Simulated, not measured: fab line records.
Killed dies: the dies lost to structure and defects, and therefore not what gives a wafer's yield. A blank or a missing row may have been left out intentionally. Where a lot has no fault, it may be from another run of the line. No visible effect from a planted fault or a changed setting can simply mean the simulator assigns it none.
Chamber matching :: flow n5 finfet :: N5_BEOL_M1_DEP_57 on pecvd-03 has 3 sister chambers
The step deposits SiCN from 3MS/NH3, target thk 8 nm, time 14 s. 18 wafers are shown with their chamber, then 9 later ones without.

WAFERS WITH THEIR CHAMBER
wafer: L075.2
chamber: 0
throttle valve pct (%): 9.4
showerhead plenum p Torr (Torr): 3.684

wafer: L075.4
chamber: 0
throttle valve pct (%): 9.0
showerhead plenum p Torr (Torr): 3.672

wafer: L075.6
chamber: 1
throttle valve pct (%): 8.8
showerhead plenum p Torr (Torr): 3.661

wafer: L078.1
chamber: 0
throttle valve pct (%): 9.1
showerhead plenum p Torr (Torr): 3.672

wafer: L078.5
chamber: 0
throttle valve pct (%): 9.2
showerhead plenum p Torr (Torr): 3.676

wafer: L078.6
chamber: 2
throttle valve pct (%): 9.0
showerhead plenum p Torr (Torr): 3.681

wafer: L079.1
chamber: 0
throttle valve pct (%): 9.1
showerhead plenum p Torr (Torr): 3.672

wafer: L079.2
chamber: 1
throttle valve pct (%): 8.7
showerhead plenum p Torr (Torr): 3.663

wafer: L079.3
chamber: 2
throttle valve pct (%): 9.1
showerhead plenum p Torr (Torr): 3.666

wafer: L088.2
chamber: 2
throttle valve pct (%): 9.0
showerhead plenum p Torr (Torr): 3.670

wafer: L088.4
chamber: 2
throttle valve pct (%): 9.0
showerhead plenum p Torr (Torr): 3.674

wafer: L088.5
chamber: 1
throttle valve pct (%): 8.7
showerhead plenum p Torr (Torr): 3.669

wafer: L089.1
chamber: 1
throttle valve pct (%): 8.3
showerhead plenum p Torr (Torr): 3.668

wafer: L089.5
chamber: 0
throttle valve pct (%): 9.2
showerhead plenum p Torr (Torr): 3.672

wafer: L089.6
chamber: 2
throttle valve pct (%): 9.3
showerhead plenum p Torr (Torr): 3.669

wafer: L093.1
chamber: 2
throttle valve pct (%): 9.1
showerhead plenum p Torr (Torr): 3.671

wafer: L093.4
chamber: 0
throttle valve pct (%): 9.2
showerhead plenum p Torr (Torr): 3.682

wafer: L093.6
chamber: 1
throttle valve pct (%): 8.6
showerhead plenum p Torr (Torr): 3.667

SIGNATURES (averages over the wafers above)
reading: throttle valve pct
chamber 0: 9.171
chamber 1: 8.620
chamber 2: 9.083
scatter within a chamber: 0.144

reading: showerhead plenum p Torr
chamber 0: 3.67571
chamber 1: 3.66560
chamber 2: 3.67183
scatter within a chamber: 0.0048
Rule: a wafer's distance from a chamber is the root of the sum, over the readings, of the square of ((its reading less the chamber's mean) divided by the reading's scatter). The wafer belongs to the nearest chamber; if the next one is less than 2 further off, it can't be placed. The scatter: the root of (the sum of the squares of (reading less its chamber's mean) over the shown wafers, divided by (wafers less chambers)).

WAFERS MISSING THEIR CHAMBER
wafer: L092.1
throttle valve pct (%): 9.5
showerhead plenum p Torr (Torr): 3.676

wafer: L092.3
throttle valve pct (%): 8.8
showerhead plenum p Torr (Torr): 3.667

wafer: L092.4
throttle valve pct (%): 9.1
showerhead plenum p Torr (Torr): 3.672

wafer: L094.2
throttle valve pct (%): 9.5
showerhead plenum p Torr (Torr): 3.669

wafer: L094.4
throttle valve pct (%): 8.9
showerhead plenum p Torr (Torr): 3.668

wafer: L094.5
throttle valve pct (%): 9.0
showerhead plenum p Torr (Torr): 3.667

wafer: L096.1
throttle valve pct (%): 9.1
showerhead plenum p Torr (Torr): 3.669

wafer: L096.4
throttle valve pct (%): 8.6
showerhead plenum p Torr (Torr): 3.662

wafer: L096.5
throttle valve pct (%): 9.0
showerhead plenum p Torr (Torr): 3.656

WHICH CHAMBER EACH WENT THROUGH
wafer: L092.1
from the rows above: can't be placed: 0 or 2
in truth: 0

wafer: L092.3
from the rows above: can't be placed: 1 or 2 or 0
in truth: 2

wafer: L092.4
from the rows above: can't be placed: 2 or 0
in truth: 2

wafer: L094.2
from the rows above: can't be placed: 0 or 2
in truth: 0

wafer: L094.4
from the rows above: can't be placed: 2 or 1 or 0
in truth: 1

wafer: L094.5
from the rows above: can't be placed: 2 or 0 or 1
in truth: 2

wafer: L096.1
from the rows above: can't be placed: 2 or 0
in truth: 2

wafer: L096.4
from the rows above: 1
in truth: 1

wafer: L096.5
from the rows above: can't be placed: 1 or 2 or 0
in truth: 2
Placed correctly: 1 of 9. Cannot be placed on the basis of these rows: 8; the candidates contain the true chamber in 8. 0 placed wrongly.
